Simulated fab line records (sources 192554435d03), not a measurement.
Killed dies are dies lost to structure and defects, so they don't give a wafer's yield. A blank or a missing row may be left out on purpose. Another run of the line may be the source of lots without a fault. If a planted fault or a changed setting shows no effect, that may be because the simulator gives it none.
fab line records | flow n5-finfet
[record] lots = 24 wafers = 72 last-day = 18
route steps=1938 shown MOL_CONTACT_COAG@622 BEOL_M0_SAQP@639 BEOL_M0@722 BEOL_M1@769
lots with no fault: from the same line, run without faults
start-h: hours from the record's first day to the start of the lot's first wafer shown | wait-h: how many hours have passed since the lot's step before this one | " unchanged from the row above | L1.1+2: one row covering several wafers at once | - either no value or no given start | * or withheld: withheld | < > ~ a bound
route shown NAME@n: names a module that has steps shown in the file, with the first one's number in the route | usual: mean/standard deviation of fault-free wafers | same: alike in all rows | chamber/n: place in a boat | sites: per-site readings | _std_site: how widely they spread, as a standard deviation | _edge_site: the outer-site mean with the inner-site mean subtracted | radius-mm: how far each site lies from the wafer's centre | mask NAME#n: copy n | behind: the tool/chamber that last shaped the wafer | hold: why the lot went on hold/how many hours it stayed there/how the hold came to an end | device: which transistor (n, p or np) failed to switch | end of line: at the end of the route, the tests of the same wafers | a step with no rows: only its recipe | killed: the dies lost at the first sort to structure and to defects; this is not the yield of the wafer | map: per-die view of a wafer (x killed, . not killed, _ where there is no die)
set.NAME: the run value of the setting; set.NAME@STEP: its run value at that earlier step | model.NAME: the simulator's own value behind a step, which no gauge read
steps of the route over a sample of lots; a table a step, a row a wafer
services: from which hour (start-h, from the record's first day; less than 0 if before it) a tool's chamber was out of use, for how many hours, and why
[[steps]]
[step N5_MOL_CONTACT_COAG_CD_MEAS_101]
[recipe] target-cd-nm = 16
[usual] cd-nm = 16.00/0.3
// columns lot.wafer tool chamber start-h wait-h cd-nm
L074.1 cd-sem-02 - 98.70 0.0 16.51
L074.4 " - " " 16.02
L074.5 " - " " 15.81
L075.2 cd-sem-01 - 103.62 0.0 16.05
L075.4 " - " " 15.90
L075.6 " - " " 15.74
L076.1 cd-sem-03 - 113.19 0.0 15.65
L076.2 " - " " 15.83
L076.4 " - " " 15.81
L077.1 cd-sem-03 - 120.49 0.0 16.00
L077.2 " - " " 15.68
L077.5 " - " " 15.91
L078.2 cd-sem-02 - 130.20 0.0 15.67
L078.4 " - " " 16.09
L078.6 " - " " 16.15
L079.3 cd-sem-01 - 133.77 0.0 15.80
L079.4 " - " " 15.65
L079.6 " - " " 16.00
L080.3 cd-sem-02 - 139.85 0.0 15.73
L080.5 " - " " 16.26
L080.6 " - " " 15.53
L081.2 cd-sem-02 - 146.55 0.0 16.12
L081.3 " - " " 16.41
L081.4 " - " " 16.10
L082.2 cd-sem-02 - 152.76 0.0 16.15
L082.4 " - " " 16.48
L082.6 " - " " 16.00
L083.1 cd-sem-01 - 153.90 0.0 15.99
L083.2 " - " " 15.85
L083.3 " - " " 16.00
L084.2 cd-sem-01 - 164.24 0.0 16.36
L084.4 " - " " 15.43
L084.5 " - " " 16.43
L085.1 cd-sem-02 - 170.98 0.0 15.91
L085.3 " - " " 15.84
L085.5 " - " " 15.95
L086.2 cd-sem-03 - 178.63 0.0 15.82
L086.3 " - " " 16.33
L086.6 " - " " 16.28
L087.1 cd-sem-03 - 181.17 0.0 16.13
L087.3 " - " " 16.36
L087.6 " - " " 16.01
L088.1 cd-sem-01 - 190.05 0.0 16.54
L088.4 " - " " 16.35
L088.6 " - " " 16.38
L089.1 cd-sem-02 - 194.12 0.0 15.83
L089.5 " - " " 15.99
L089.6 " - " " 15.86
L090.1 cd-sem-02 - 198.29 0.0 15.86
L090.3 " - " " 16.03
L090.4 " - " " 16.08
L091.2 cd-sem-03 - 205.02 0.0 16.36
L091.5 " - " " 15.91
L091.6 " - " " 15.68
L092.1 cd-sem-02 - 211.87 0.0 15.79
L092.2 " - " " 15.80
L092.4 " - " " 16.16
L093.1 cd-sem-01 - 216.93 0.0 15.43
L093.3 " - " " 16.10
L093.4 " - " " 16.04
L094.1 cd-sem-01 - 220.33 0.0 16.16
L094.5 " - " " 15.99
L094.6 " - " " 16.57
L095.3 cd-sem-03 - 227.46 0.0 15.44
L095.4 " - " " 15.74
L095.6 " - " " 15.76
L096.1 cd-sem-03 - 239.97 0.0 16.05
L096.4 " - " " 15.84
L096.5 " - " " 15.47
L097.1 cd-sem-01 - 249.65 0.0 15.85
L097.3 " - " " 15.87
L097.5 " - " " 15.77
[step N5_BEOL_M0_SAQP_THK_MEAS_05]
[usual] thk-nm = 59.8/0.65
// columns lot.wafer tool chamber start-h wait-h thk-nm
L074.1 film-metro-02 - 105.94 0.1 58.9
L074.4 " - " " 60.1
L074.5 " - " " 60.1
L075.2 film-metro-01 - 109.35 0.1 59.2
L075.4 " - " " 60.7
L075.6 " - " " 60.0
L076.1 film-metro-01 - 119.45 0.1 58.6
L076.2 " - " " 59.4
L076.4 " - " " 59.4
L077.1 film-metro-01 - 125.03 0.1 59.2
L077.2 " - " " 59.1
L077.5 " - " " 60.4
L078.2 film-metro-02 - 135.51 0.1 59.9
L078.4 " - " " 60.3
L078.6 " - " " 59.3
L079.3 film-metro-02 - 140.29 0.1 59.3
L079.4 " - " " 60.0
L079.6 " - " " 60.9
L080.3 film-metro-02 - 144.66 0.1 60.5
L080.5 " - " " 61.7
L080.6 " - " " 60.1
L081.2 film-metro-02 - 151.66 0.1 58.8
L081.3 " - " " 59.4
L081.4 " - " " 60.7
L082.2 film-metro-01 - 157.42 0.1 59.0
L082.4 " - " " 60.5
L082.6 " - " " 60.1
L083.1 film-metro-01 - 160.84 0.1 59.5
L083.2 " - " " 59.5
L083.3 " - " " 59.7
L084.2 film-metro-01 - 170.47 0.1 59.2
L084.4 " - " " 60.1
L084.5 " - " " 59.3
L085.1 film-metro-02 - 175.52 0.1 58.8
L085.3 " - " " 59.0
L085.5 " - " " 60.1
L086.2 film-metro-02 - 183.50 0.1 59.4
L086.3 " - " " 59.0
L086.6 " - " " 60.0
L087.1 film-metro-01 - 188.00 0.1 59.2
L087.3 " - " " 59.4
L087.6 " - " " 60.3
L088.1 film-metro-01 - 195.81 0.1 59.0
L088.4 " - " " 60.4
L088.6 " - " " 60.4
L089.1 film-metro-01 - 199.25 0.1 59.4
L089.5 " - " " 60.9
L089.6 " - " " 60.6
L090.1 film-metro-01 - 204.25 0.1 59.6
L090.3 " - " " 59.0
L090.4 " - " " 60.7
L091.2 film-metro-01 - 210.09 0.1 59.3
L091.5 " - " " 60.8
L091.6 " - " " 60.2
L092.1 film-metro-02 - 217.14 0.1 59.7
L092.2 " - " " 59.5
L092.4 " - " " 60.4
L093.1 film-metro-01 - 221.49 0.1 59.5
L093.3 " - " " 60.3
L093.4 " - " " 60.8
L094.1 film-metro-02 - 225.58 0.1 58.7
L094.5 " - " " 59.3
L094.6 " - " " 59.3
L095.3 film-metro-01 - 232.29 0.1 58.7
L095.4 " - " " 59.8
L095.6 " - " " 60.5
L096.1 film-metro-01 - 246.62 0.1 59.7
L096.4 " - " " 60.5
L096.5 " - " " 60.5
L097.1 film-metro-01 - 257.07 0.1 58.8
L097.3 " - " " 58.7
L097.5 " - " " 60.1
[step N5_BEOL_M0_SAQP_CD_MEAS_40]
[recipe] target-cd-nm = 30 landing-energy-ev = 500 detector = se-inlens
[usual] cd-nm = 30.07/0.23
[same] landing-energy-ev = 500
// columns lot.wafer tool chamber start-h wait-h cd-nm
L074.1 cd-sem-03 0 110.56 - 30.17
L074.4 " 0 " " 30.00
L074.5 " 0 " " 30.45
L075.2 cd-sem-01 0 114.54 - 30.02
L075.4 " 0 " " 29.98
L075.6 " 0 " " 30.22
L076.1 cd-sem-01 0 124.22 - 30.46
L076.2 " 0 " " 29.81
L076.4 " 0 " " 30.21
L077.1 cd-sem-03 0 130.48 - 30.23
L077.2 " 0 " " 30.33
L077.5 " 0 " " 30.17
L078.2 cd-sem-01 0 140.06 - 29.78
L078.4 " 0 " " 29.98
L078.6 " 0 " " 30.07
L079.3 cd-sem-02 0 145.44 - 29.85
L079.4 " 0 " " 29.95
L079.6 " 0 " " 30.02
L080.3 cd-sem-01 0 149.80 - 30.48
L080.5 " 0 " " 30.23
L080.6 " 0 " " 30.14
L081.2 cd-sem-02 0 156.59 - 29.44
L081.3 " 0 " " 30.01
L081.4 " 0 " " 29.86
L082.2 cd-sem-01 0 164.70 - 29.94
L082.4 " 0 " " 30.59
L082.6 " 0 " " 30.33
L083.1 cd-sem-03 0 167.13 - 29.66
L083.2 " 0 " " 30.00
L083.3 " 0 " " 30.15
L084.2 cd-sem-03 0 175.69 - 29.94
L084.4 " 0 " " 30.14
L084.5 " 0 " " 30.35
L085.1 cd-sem-02 0 182.15 - 30.19
L085.3 " 0 " " 29.98
L085.5 " 0 " " 29.78
L086.2 cd-sem-01 0 190.82 - 29.73
L086.3 " 0 " " 29.89
L086.6 " 0 " " 30.17
L087.1 cd-sem-01 0 193.25 - 29.66
L087.3 " 0 " " 30.14
L087.6 " 0 " " 29.86
L088.1 cd-sem-02 0 203.75 - 30.08
L088.4 " 0 " " 29.92
L088.6 " 0 " " 29.91
L089.1 cd-sem-01 0 204.14 - 30.11
L089.5 " 0 " " 30.07
L089.6 " 0 " " 30.05
L090.1 cd-sem-03 0 209.75 - 30.02
L090.3 " 0 " " 29.93
L090.4 " 0 " " 29.91
L091.2 cd-sem-02 0 216.11 - 30.19
L091.5 " 0 " " 30.12
L091.6 " 0 " " 29.81
L092.1 cd-sem-03 0 221.51 - 30.19
L092.2 " 0 " " 30.14
L092.4 " 0 " " 30.51
L093.1 cd-sem-02 0 226.64 - 29.76
L093.3 " 0 " " 29.93
L093.4 " 0 " " 29.80
L094.1 cd-sem-03 0 230.40 - 30.28
L094.5 " 0 " " 30.33
L094.6 " 0 " " 30.27
L095.3 cd-sem-02 0 237.01 - 29.84
L095.4 " 0 " " 29.83
L095.6 " 0 " " 29.87
L096.1 cd-sem-01 0 251.12 - 30.36
L096.4 " 0 " " 30.16
L096.5 " 0 " " 30.03
L097.1 cd-sem-01 0 262.28 - 30.45
L097.3 " 0 " " 30.48
L097.5 " 0 " " 29.93
[step N5_BEOL_M0_STRIP_142]
[recipe] chemistry = N2/H2 time-s = 10 power-w = 450 temp-c = 40 pressure-mtorr = 20 rf-frequency-hz = 6e+07 bias-power-w = 7 n2-flow-sccm = 200 h2-flow-sccm = 200
[usual] drypump-motor-current-A = 5.6/0.44 oes-product-au = 0.79/0.077 rf-vpp-V = 59.2/0.92 showerhead-plenum-p-Torr = 2.54/0.089 throttle-valve-pct = 23.67/0.24
// columns lot.wafer tool chamber start-h wait-h drypump-motor-current-A oes-product-au rf-hours-counter-h rf-vpp-V showerhead-plenum-p-Torr throttle-valve-pct
L074.1 rie-diel-01 0 114.34 0.0 6.2 0.71 203 59.1 2.53 24.01
L074.4 " 3 " " 5.4 0.82 75 58.3 2.46 23.35
L074.5 " 1 " " 5.7 0.71 - 58.4 2.51 23.71
L075.2 rie-diel-06 3 121.18 0.0 5.7 0.70 217 58.4 2.61 23.88
L075.4 " 0 " " 4.8 0.87 45 60.0 2.68 23.55
L075.6 " 0 " " 4.8 0.86 - 59.7 2.68 23.54
L076.1 rie-diel-01 1 127.14 0.0 5.7 0.70 207 60.0 2.51 23.72
L076.2 " 3 " " 5.4 0.82 79 58.1 2.46 23.37
L076.4 " 0 " " 6.2 0.70 207 58.7 2.52 24.02
L077.1 rie-diel-01 0 134.69 0.0 6.2 0.70 211 58.2 2.52 24.02
L077.2 " 2 " " 5.3 0.78 101 60.4 2.45 23.70
L077.5 " 1 " " 5.6 0.70 - 59.0 2.51 23.73
L078.2 rie-diel-01 0 143.02 0.0 6.2 0.70 213 59.8 2.52 24.03
L078.4 " 3 " " 5.3 0.81 85 58.5 2.46 23.38
L078.6 " 3 " " 5.3 0.82 - 59.1 2.46 23.36
L079.3 rie-diel-01 3 148.63 0.0 5.4 0.81 87 59.3 2.46 23.38
L079.4 " 2 " " 5.3 0.79 105 58.9 2.45 23.70
L079.6 " 3 " " 5.4 0.82 - 57.3 2.46 23.38
L080.3 rie-diel-01 0 152.70 0.0 6.2 0.70 217 58.6 2.52 24.03
L080.5 " 0 " " 6.2 0.70 - 58.9 2.52 24.03
L080.6 " 1 " " 5.6 0.70 - 58.4 2.50 23.72
L081.2 rie-diel-06 2 160.04 0.0 5.8 0.71 207 59.7 2.51 23.70
L081.3 " 1 " " 6.3 0.88 35 59.7 2.70 23.84
L081.4 " 3 " " 5.7 0.69 230 59.1 2.61 23.91
L082.2 rie-diel-01 1 167.70 0.0 5.6 0.70 221 58.9 2.50 23.74
L082.4 " 2 " " 5.3 0.78 112 58.7 2.45 23.71
L082.6 " 0 " " 6.2 0.70 - 59.7 2.52 24.04
L083.1 rie-diel-01 1 171.74 0.0 5.6 0.69 223 60.8 2.50 23.75
L083.2 " 0 " " 6.2 0.70 223 60.2 2.52 24.04
L083.3 " 2 " " 5.3 0.78 113 58.2 2.45 23.71
L084.2 rie-diel-01 1 179.04 0.0 5.7 0.69 224 58.8 2.50 23.74
L084.4 " 2 " " 5.3 0.78 116 57.0 2.45 23.71
L084.5 " 3 " " 5.3 0.80 - 59.9 2.46 23.41
L085.1 rie-diel-05 2 184.43 0.0 5.7 0.86 71 60.4 2.46 23.81
L085.3 " 0 " " 5.5 0.87 40 59.8 2.47 23.39
L085.5 " 1 " " 6.1 0.90 - 57.3 2.58 23.35
L086.2 rie-diel-06 3 193.20 0.0 5.7 0.68 241 61.2 2.60 23.93
L086.3 " 1 " " 6.2 0.86 45 59.8 2.70 23.85
L086.6 " 3 " " 5.7 0.68 - 59.9 2.60 23.92
L087.1 rie-diel-05 0 195.46 0.0 5.5 0.87 43 58.6 2.47 23.40
L087.3 " 2 " " 5.7 0.84 75 58.7 2.46 23.81
L087.6 " 3 " " 5.0 0.89 - 58.4 2.70 23.14
L088.1 rie-diel-06 0 206.45 0.0 4.8 0.83 70 60.5 2.67 23.57
L088.4 " 1 " " 6.3 0.86 50 59.9 2.70 23.88
L088.6 " 3 " " 5.7 0.67 - 59.0 2.60 23.95
L089.1 rie-diel-05 2 206.53 0.0 5.6 0.85 79 59.2 2.46 23.79
L089.5 " 2 " " 5.6 0.84 - 60.1 2.46 23.82
L089.6 " 1 " " 6.1 0.89 - 58.1 2.58 23.40
L090.1 rie-diel-06 0 212.09 0.0 4.8 0.83 72 58.0 2.67 23.56
L090.3 " 1 " " 6.2 0.85 51 60.7 2.69 23.88
L090.4 " 2 " " 5.8 0.70 222 62.6 2.51 23.75
L091.2 rie-diel-01 0 219.52 0.0 6.2 0.68 240 59.0 2.51 24.07
L091.5 " 2 " " 5.3 0.76 - 60.1 2.44 23.71
L091.6 " 1 " " 5.6 0.68 - 60.7 2.49 23.76
L092.1 rie-diel-01 2 230.01 0.0 5.3 0.76 133 58.6 2.44 23.73
L092.2 " 1 " " 5.6 0.68 242 60.2 2.49 23.77
L092.4 " 0 " " 6.2 0.68 243 58.8 2.51 24.06
L093.1 rie-diel-05 3 230.17 0.0 5.0 0.86 45 59.5 2.69 23.17
L093.3 " 2 " " 5.6 0.84 86 60.0 2.45 23.81
L093.4 " 1 " " 6.1 0.88 35 58.7 2.58 23.40
L094.1 rie-diel-06 0 232.95 0.0 4.8 0.82 80 58.5 2.67 23.58
L094.5 " 1 " " 6.3 0.84 - 60.5 2.69 23.89
L094.6 " 2 " " 5.8 0.69 - 58.9 2.50 23.78
L095.3 rie-diel-05 1 239.70 0.0 6.1 0.87 39 59.7 2.58 23.40
L095.4 " 3 " " 5.0 0.86 48 58.9 2.69 23.19
L095.6 " 1 " " 6.1 0.87 - 57.8 2.57 23.40
L096.1 rie-diel-05 1 255.14 0.0 6.1 0.86 44 59.3 2.57 23.41
L096.4 " 0 " " 5.5 0.84 63 59.7 2.46 23.43
L096.5 " 3 " " 5.0 0.84 - 60.7 2.69 23.20
L097.1 rie-diel-01 0 265.84 0.0 6.2 1.00 0 58.6 2.51 23.75
L097.3 " 2 " " 5.3 0.74 148 57.8 2.43 23.75
L097.5 " 0 " " 6.2 1.00 - 59.4 2.51 23.75
[step N5_BEOL_M0_SPUTTER_132]
[recipe] material = Cu target-thk-a = 40 temp-c = -20 chamber-pressure-pa = 0.07 power-w = withheld time-s = 7.37
[usual] throttle-valve-pct = 29.8/0.84
// columns lot.wafer tool chamber start-h wait-h throttle-valve-pct
L074.1 pvd-sputter-01 - 115.95 0.0 29.6
L074.4 " - " " 31.2
L074.5 " - " " 31.2
L075.2 pvd-sputter-02 - 124.37 0.0 28.4
L075.4 " - " " 31.3
L075.6 " - " " 31.5
L076.1 pvd-sputter-01 - 129.93 0.0 29.5
L076.2 " - " " 31.0
L076.4 " - " " 30.1
L077.1 pvd-sputter-01 - 136.67 0.0 30.9
L077.2 " - " " 30.2
L077.5 " - " " 29.6
L078.2 pvd-sputter-02 - 144.48 0.0 28.6
L078.4 " - " " 31.2
L078.6 " - " " 29.9
L079.3 pvd-sputter-01 - 150.81 0.0 29.6
L079.4 " - " " 30.7
L079.6 " - " " 29.8
L080.3 pvd-sputter-01 - 153.69 0.0 29.3
L080.5 " - " " 30.1
L080.6 " - " " 29.4
L081.2 pvd-sputter-01 - 161.63 0.0 30.1
L081.3 " - " " 29.4
L081.4 " - " " 30.9
L082.2 pvd-sputter-02 - 170.64 0.0 28.5
L082.4 " - " " 28.4
L082.6 " - " " 31.1
L083.1 pvd-sputter-01 - 172.94 0.0 30.2
L083.2 " - " " 29.8
L083.3 " - " " 31.0
L084.2 pvd-sputter-02 - 180.28 0.0 31.1
L084.4 " - " " 29.2
L084.5 " - " " 30.1
L085.1 pvd-sputter-02 - 185.41 0.0 31.4
L085.3 " - " " 29.1
L085.5 " - " " 28.7
L086.2 pvd-sputter-02 - 195.36 0.0 28.3
L086.3 " - " " 29.3
L086.6 " - " " 29.0
L087.1 pvd-sputter-03 - 196.76 0.0 30.5
L087.3 " - " " 29.6
L087.6 " - " " 30.6
L089.1 pvd-sputter-02 - 207.89 0.0 28.7
L089.5 " - " " 31.4
L089.6 " - " " 28.6
L088.1 pvd-sputter-02 - 208.33 0.0 29.8
L088.4 " - " " 28.6
L088.6 " - " " 29.8
L090.1 pvd-sputter-01 - 214.65 0.0 30.0
L090.3 " - " " 30.7
L090.4 " - " " 29.7
L091.2 pvd-sputter-03 - 220.54 0.0 29.5
L091.5 " - " " 29.3
L091.6 " - " " 30.5
L092.1 pvd-sputter-02 - 231.64 0.0 30.2
L092.2 " - " " 28.5
L092.4 " - " " 29.4
L093.1 pvd-sputter-03 - 232.34 0.0 30.5
L093.3 " - " " 29.3
L093.4 " - " " 29.2
L094.1 pvd-sputter-03 - 235.65 0.0 30.5
L094.5 " - " " 29.6
L094.6 " - " " 30.4
L095.3 pvd-sputter-02 - 241.07 0.0 29.8
L095.4 " - " " 29.2
L095.6 " - " " 29.2
L096.1 pvd-sputter-03 - 257.13 0.0 30.6
L096.4 " - " " 29.4
L096.5 " - " " 30.6
L097.1 pvd-sputter-01 - 267.05 0.0 30.1
L097.3 " - " " 29.7
L097.5 " - " " 30.4
[step N5_BEOL_M1_ETCH_63]
[recipe] chemistry = CF4 target = SiARC target-depth-a = 156 mask-material = CAR-EUV time-s = 26 ion-energy-ev = 80 pressure-mtorr = 40 source-w = 545 bias-w = 36 Ar_flow_sccm = 100 cf4-flow-sccm = 100 ends = cleared
[usual] drypump-motor-current-A = 5.8/0.4 etch-rf-on-time-s = 26.0/0.4 oes-product-au = 0.65/0.071 rf-vpp-V = 183.7/1.1 showerhead-plenum-p-Torr = 2.12/0.064 throttle-valve-pct = 15.63/0.24
// columns lot.wafer tool chamber start-h wait-h drypump-motor-current-A etch-rf-on-time-s oes-product-au rf-hours-counter-h rf-vpp-V showerhead-plenum-p-Torr throttle-valve-pct
L074.1 rie-diel-03 0 120.49 0.0 6.1 26.1 0.65 160 183.1 2.05 15.72
L074.4 " 2 " " 6.2 26.0 0.64 148 183.6 2.06 15.59
L074.5 " 0 " " 6.0 26.2 0.66 - 184.0 2.05 15.72
L075.2 rie-diel-02 0 127.74 0.0 5.7 26.7 0.64 126 184.4 2.15 15.78
L075.4 " 1 " " 5.7 25.6 0.66 123 182.7 1.99 15.20
L075.6 " 1 " " 5.7 25.5 0.67 - 182.8 1.99 15.21
L076.1 rie-diel-04 1 132.02 0.0 6.1 26.1 0.66 143 184.2 2.23 15.51
L076.2 " 2 " " 5.7 26.7 0.58 234 184.0 2.12 15.89
L076.4 " 3 " " 5.8 26.2 0.62 199 182.9 2.12 15.80
L077.1 rie-diel-02 0 141.15 0.0 5.7 26.6 0.64 131 182.8 2.15 15.78
L077.2 " 2 " " 5.1 26.0 0.58 250 183.0 2.10 15.54
L077.5 " 3 " " 6.2 26.5 0.59 - 185.8 2.20 15.53
L078.2 rie-diel-02 1 151.91 0.0 5.7 25.5 0.66 126 181.9 1.99 15.21
L078.4 " 0 " " 5.7 26.3 0.64 - 183.6 2.15 15.80
L078.6 " 1 " " 5.7 25.2 0.67 - 182.8 1.99 15.20
L079.3 rie-diel-03 0 154.53 0.0 6.1 26.2 0.65 169 182.9 2.05 15.72
L079.4 " 2 " " 6.2 26.1 0.63 157 182.9 2.06 15.60
L079.6 " 1 " " 4.7 25.9 0.58 - 185.1 2.19 15.78
L080.3 rie-diel-03 2 159.87 0.0 6.2 26.2 0.62 159 183.5 2.06 15.60
L080.5 " 3 " " 6.2 25.9 0.69 - 183.6 2.07 15.57
L080.6 " 0 " " 6.1 26.2 0.65 - 181.9 2.05 15.73
L081.2 rie-diel-03 1 167.46 0.0 4.7 25.8 0.57 250 183.3 2.19 15.79
L081.3 " 0 " " 6.1 26.0 0.64 173 182.0 2.05 15.73
L081.4 " 3 " " 6.2 26.0 0.69 101 183.3 2.07 15.59
L082.2 rie-diel-03 2 175.65 0.0 6.2 26.4 0.62 164 182.7 2.06 15.61
L082.4 " 0 " " 6.1 25.8 0.65 - 183.1 2.05 15.75
L082.6 " 3 " " 6.2 26.0 0.69 - 182.2 2.07 15.58
L083.1 rie-diel-03 2 179.60 0.0 6.2 26.0 0.63 165 184.1 2.06 15.62
L083.2 " 3 " " 6.2 25.9 0.68 105 183.1 2.07 15.58
L083.3 " 0 " " 6.1 25.8 0.65 177 184.3 2.05 15.76
L084.2 rie-diel-04 0 188.72 0.0 5.6 26.1 0.60 203 184.4 2.12 15.96
L084.4 " 1 " " 6.1 26.0 0.65 - 185.7 2.22 15.52
L084.5 " 0 " " 5.6 26.1 0.60 - 184.1 2.12 15.95
L085.1 rie-diel-04 3 191.39 0.0 5.8 25.8 0.61 217 184.8 2.12 15.83
L085.3 " 1 " " 6.1 26.0 0.65 161 185.6 2.22 15.53
L085.5 " 3 " " 5.8 25.8 0.62 - 183.5 2.12 15.84
L086.2 rie-diel-02 1 200.78 0.0 5.7 24.9 0.66 144 182.6 1.98 15.23
L086.3 " 0 " " 5.7 25.6 0.64 153 182.5 2.15 15.82
L086.6 " 1 " " 5.7 25.0 0.65 - 182.5 1.98 15.22
L087.1 rie-diel-03 3 202.76 0.0 6.2 26.1 0.68 112 183.3 2.07 15.59
L087.3 " 1 " " 4.7 25.1 0.85 3 184.5 2.19 15.29
L087.6 " 2 " " 6.2 26.2 0.62 - 180.6 2.06 15.63
L089.1 rie-diel-03 2 212.28 0.0 6.2 26.0 0.62 175 182.9 2.06 15.64
L089.5 " 3 " " 6.2 26.2 0.67 - 183.1 2.07 15.58
L089.6 " 2 " " 6.2 26.2 0.62 - 182.9 2.06 15.65
L088.1 rie-diel-04 3 214.47 0.0 5.8 26.0 0.61 225 182.6 2.11 15.86
L088.4 " 1 " " 6.1 26.4 0.63 169 184.0 2.22 15.55
L088.6 " 0 " " 5.6 26.5 0.59 - 183.3 2.12 15.97
L090.1 rie-diel-04 2 220.51 0.0 5.7 25.6 0.84 5 182.9 2.12 15.45
L090.3 " 3 " " 5.8 26.2 0.61 227 181.4 2.11 15.85
L090.4 " 0 " " 5.6 26.3 0.59 215 184.9 2.12 15.98
L091.2 rie-diel-02 3 228.48 0.0 6.3 25.6 0.79 12 184.8 2.19 15.08
L091.5 " 0 " " 5.7 26.1 0.63 - 183.1 2.14 15.84
L091.6 " 3 " " 6.3 25.5 0.79 - 184.9 2.19 15.06
L092.1 rie-diel-04 3 237.14 0.0 5.9 26.4 0.60 232 183.4 2.11 15.87
L092.2 " 0 " " 5.6 26.6 0.58 221 183.0 2.12 15.97
L092.4 " 1 " " 6.1 26.5 0.63 176 184.3 2.22 15.56
L093.1 rie-diel-04 0 237.82 0.0 5.6 26.2 0.58 221 184.0 2.12 15.99
L093.3 " 3 " " 5.8 25.8 0.61 233 183.2 2.11 15.86
L093.4 " 1 " " 6.1 26.3 0.64 176 184.5 2.22 15.56
L094.1 rie-diel-02 0 240.19 0.0 5.7 26.7 0.62 164 181.6 2.14 15.84
L094.5 " 1 " " 5.7 25.7 0.64 - 183.2 1.98 15.24
L094.6 " 0 " " 5.7 26.5 0.62 - 185.0 2.14 15.86
L095.3 rie-diel-04 2 243.69 0.0 5.7 25.8 0.80 13 183.7 2.11 15.47
L095.4 " 1 " " 6.1 26.4 0.63 178 186.1 2.22 15.59
L095.6 " 1 " " 6.1 26.3 0.63 - 184.7 2.22 15.58
L096.1 rie-diel-04 1 261.41 0.0 6.1 26.4 0.63 184 184.1 2.22 15.59
L096.4 " 1 " " 6.1 26.2 0.62 - 185.9 2.22 15.58
L096.5 " 0 " " 5.6 26.2 0.58 - 184.5 2.11 15.99
L097.1 rie-diel-04 0 270.13 0.0 5.6 26.3 0.57 232 181.6 2.11 16.01
L097.3 " 2 " " 5.7 25.7 0.78 22 184.4 2.11 15.48
L097.5 " 0 " " 5.6 26.0 0.58 - 184.3 2.11 15.99
[[services]]
// columns tool chamber start-h hours kind
rie-diel-05 1 106.24 - clean
rie-diel-05 1 106.24 - consumable-replace:focus-ring
rie-diel-02 1 128.59 14.5 repair
rie-diel-06 0 149.96 9.6 repair
rie-diel-03 1 170.57 - clean
rie-diel-03 1 170.57 - consumable-replace:focus-ring
rie-diel-03 1 170.57 23.4 scheduled-down
rie-diel-03 1 170.57 23.4 vent-cycle
rie-diel-04 2 185.70 - clean
rie-diel-04 2 185.70 - consumable-replace:focus-ring
rie-diel-06 - 186.01 2.8 pm
rie-diel-06 2 193.07 5.0 repair
rie-diel-01 0 246.77 - clean
rie-diel-01 0 246.77 - consumable-replace:focus-ring
rie-diel-01 0 246.77 17.1 scheduled-down
rie-diel-01 0 246.77 17.1 vent-cycle
rie-diel-06 0 248.46 12.2 repair
rie-diel-04 2 250.08 2.5 repair
rie-diel-06 2 253.30 11.7 repair
rie-diel-04 3 257.50 8.1 repair
rie-diel-01 1 263.83 - clean
rie-diel-01 1 263.83 - consumable-replace:focus-ring
rie-diel-01 1 263.83 23.1 scheduled-down
rie-diel-01 1 263.83 23.1 vent-cycle
[[key]]
fault none
